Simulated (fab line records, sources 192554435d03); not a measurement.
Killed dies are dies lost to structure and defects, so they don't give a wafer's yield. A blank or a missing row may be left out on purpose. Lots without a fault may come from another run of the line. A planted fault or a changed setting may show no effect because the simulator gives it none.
One fault seen from 2 desks | flow n5_finfet | each desk has only its own numbers; what lay behind them comes last

THE TOOL OWNER'S DESK: rie_si-06
The tool's own readings at N5_FIN_SAQP_ETCH_64 (etches SiO2 in CF4, target depth 1.5 nm): means of the sampled wafers that have a number, for each lot that ran on this tool. A lot is out of limits, marked OUT, if its mean lies more than 4 standard deviations from the usual mean; the brackets give that distance.
Columns: A = drypump_motor_current_A at N5_FIN_SAQP_ETCH_64, usual 5.8 A; B = he_backside_leak_sccm at N5_FIN_SAQP_ETCH_64, usual 2.83 sccm; C = oes_product_au at N5_FIN_SAQP_ETCH_64, usual 0.997 a.u.; D = rf_fwd_power_W at N5_FIN_SAQP_ETCH_64, usual 783 W; E = throttle_valve_pct at N5_FIN_SAQP_ETCH_64, usual 21.83 %
lot  | first seen here | A   | B    | C                | D   | E
L662 | day 2 08:37     | 6.0 | 2.71 | 1.000            | 783 | 21.66
L674 | day 5 08:31     | 5.7 | 2.72 | 1.169 (+9.6) OUT | 786 | 21.63
L676 | day 5 21:44     | 5.7 | 2.74 | 1.167 (+9.5) OUT | 782 | 21.63
L678 | day 6 07:33     | 5.5 | 2.88 | 1.092 (+5.3) OUT | 783 | 21.77
This desk's finding: out of limits on L674, L676, L678; first on L674, day 5 08:31 (oes_product_au at N5_FIN_SAQP_ETCH_64). In limits: L662.

THE METROLOGY DESK
What the gauges read, lot by lot, whatever tool the lot ran on: means of the sampled wafers that have a number. A lot is out of limits, marked OUT, if its mean lies more than 4 standard deviations from the usual mean; the brackets give that distance. Of its 10 readings 7 are shown: those that lie furthest out on some lot.
Columns: A = DIBL_N at N5_BEOL_M4_RC_MEAS_101, usual 36.1 mV/V; B = DIBL_P at N5_BEOL_M4_RC_MEAS_101, usual 36.1 mV/V; C = IOFF_P at N5_BEOL_M4_RC_MEAS_101, usual 0.201 nA/um; D = ION_P at N5_BEOL_M4_RC_MEAS_101, usual 462 uA/um; E = SS_N at N5_BEOL_M4_RC_MEAS_101, usual 71.5 mV/dec; F = SS_P at N5_BEOL_M4_RC_MEAS_101, usual 73.3 mV/dec; G = VT_P at N5_BEOL_M4_RC_MEAS_101, usual -251.3 mV
lot  | first seen here | A    | B    | C     | D   | E    | F    | G
L662 | day 8 01:46     | 35.0 | 35.1 | 0.189 | 458 | 72.0 | 73.4 | -254.2
L674 | day 11 16:17    | 34.0 | 33.6 | 0.171 | 458 | 70.8 | 72.6 | -254.9
L676 | day 12 03:23    | 36.2 | 36.5 | 0.210 | 464 | 70.8 | 72.8 | -249.5
L678 | day 13 00:07    | 35.9 | 36.5 | 0.209 | 465 | 71.0 | 73.2 | -249.0
L683 | day 14 07:38    | 37.1 | 37.8 | 0.237 | 470 | 71.7 | 73.5 | -247.0
This desk's finding: nothing out of limits on any of the 5 lots.

PUT TOGETHER
The tool owner's desk could have raised an alarm at day 5 08:31, on L674, L676, L678.
The metrology desk saw nothing out of limits.
The metrology desk has L674, L676, L678 on record, within its limits.
Of the lots named, all ran N5_FIN_SAQP_ETCH_64 on rie_si-06.

WHAT THE SIMULATOR HAD PUT IN
Process parameter drift: rie_si-06, from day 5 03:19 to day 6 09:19, at N5_FIN_SAQP_ETCH_64. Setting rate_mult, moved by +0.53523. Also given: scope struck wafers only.
Lots struck among those shown: L674, L676, L678.
Hours from the fault's start to each desk's first reading out of limits: the tool owner's desk, 5.
